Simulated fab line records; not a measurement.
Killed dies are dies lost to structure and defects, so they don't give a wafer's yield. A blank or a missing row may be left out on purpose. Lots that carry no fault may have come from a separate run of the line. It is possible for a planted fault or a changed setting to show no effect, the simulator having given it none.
Chamber matching ; flow n5_finfet ; rie_diel-06 running N5_BEOL_M4_DESCUM_33: 4 sister chambers
The step chemistry O2, time 7 s. 8 wafers are shown with their chamber, then 7 later ones without.

## EACH WAFER AND ITS CHAMBER
wafer;chamber;drypump_motor_current_A (A);showerhead_plenum_p_Torr (Torr)
L087.2;2;5.4;1.97
L088.2;1;4.8;2.00
L088.5;3;6.7;2.06
L088.6;2;5.4;1.96
L090.2;1;4.8;2.00
L090.3;3;6.7;2.06
L092.1;0;5.2;2.01
L092.4;0;5.1;2.01

## WAFERS MISSING THEIR CHAMBER
wafer;drypump_motor_current_A (A);showerhead_plenum_p_Torr (Torr)
L092.6;6.6;2.06
L093.1;6.7;2.06
L093.3;4.8;1.99
L093.5;4.8;1.99
L097.2;4.9;1.99
L097.3;6.7;2.06
L097.6;4.8;1.99

## EACH ONE'S CHAMBER
wafer;from the rows above;in truth
L092.6;3;3
L093.1;3;3
L093.3;1;1
L093.5;1;1
L097.2;1;1
L097.3;3;3
L097.6;1;1
Correct placement for 7 of the 7. Not placeable from these rows: 0. Placed wrongly: 0.
How it was worked out, from the rows above alone: a wafer's distance from a chamber is the root of the sum, over the readings, of the square of ((its reading less the chamber's mean) divided by the reading's scatter). If the next closest chamber is less than 2 further off than the closest, the wafer can't be placed; otherwise it belongs to the closest. A chamber's mean is the mean of its shown wafers. The scatter: take each reading less its chamber's mean, square it, sum over the shown wafers, divide by the number of wafers less the number of chambers, and take the root.
